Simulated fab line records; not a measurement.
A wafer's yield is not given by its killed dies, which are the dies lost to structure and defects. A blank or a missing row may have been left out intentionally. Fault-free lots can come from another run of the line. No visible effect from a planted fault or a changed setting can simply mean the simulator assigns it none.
Which tool is to blame? || flow nand harc || Sampling: 6 lots, 18 wafers, 2 of 1302 route steps

## WHAT THE GAUGES SHOWED, per wafer
NHARC_THIN_TSV_CD_MEAS_12: target cd 1000 nm.
{"lot": "L821", "measured": "day 25 08:55", "on": "cd sem-02", "cd nm (nm)": "1006.4 1003.9 1002.8"}
{"lot": "L823", "measured": "day 25 10:09", "on": "cd sem-02", "cd nm (nm)": "997.0 997.3 997.9"}
{"lot": "L826", "measured": "day 26 13:45", "on": "cd sem-02", "cd nm (nm)": "1002.0 999.5 1002.1"}
{"lot": "L828", "measured": "day 27 18:07", "on": "cd sem-03", "cd nm (nm)": "998.5 1001.5 1000.8"}
{"lot": "L830", "measured": "day 28 04:31", "on": "cd sem-01", "cd nm (nm)": "1000.8 1000.5 998.7"}

## WHAT TOOL EACH LOT RAN ON (gives the tool, then ch and the chambers of the sampled wafers, and finally the start)
{"lot": "L821", "NHARC_P_STI_HM_DEP_30": "lpcvd-01 ch 0, day 3 04:00"}
{"lot": "L823", "NHARC_P_STI_HM_DEP_30": "lpcvd-01 ch 0, day 3 22:44"}
{"lot": "L826", "NHARC_P_STI_HM_DEP_30": "lpcvd-01 ch 1, day 5 07:53"}
{"lot": "L828", "NHARC_P_STI_HM_DEP_30": "lpcvd-02 ch 0, day 5 22:01"}
{"lot": "L830", "NHARC_P_STI_HM_DEP_30": "lpcvd-02 ch 0, day 6 21:02"}
{"lot": "L836", "NHARC_P_STI_HM_DEP_30": "lpcvd-01 ch 0, day 9 08:29"}
- NHARC_P_STI_HM_DEP_30: deposits Si3N4, target thk 80 nm, time 873 s.

## THE ANSWER, worked out from the rows above alone
Rule: the lots themselves supply what counts as usual. The widest of any qualifying gaps counts: lots, ordered by their means at a reading, are off when they make up no more than a third of the lots, leave a main group of 4 or more, and stand apart from it by 3 or more times the standard deviation of that group's means. If all means in a main group match to the digits the tables above print for the reading, that group is not used. Also off: a lot with no number at a reading for which 4 or more lots have one. Any other lot the step has rows for is counted as sound.
None of the lots is off at any reading shown; this tells nothing.

## WHAT WAS PUT IN BY THE SIMULATOR
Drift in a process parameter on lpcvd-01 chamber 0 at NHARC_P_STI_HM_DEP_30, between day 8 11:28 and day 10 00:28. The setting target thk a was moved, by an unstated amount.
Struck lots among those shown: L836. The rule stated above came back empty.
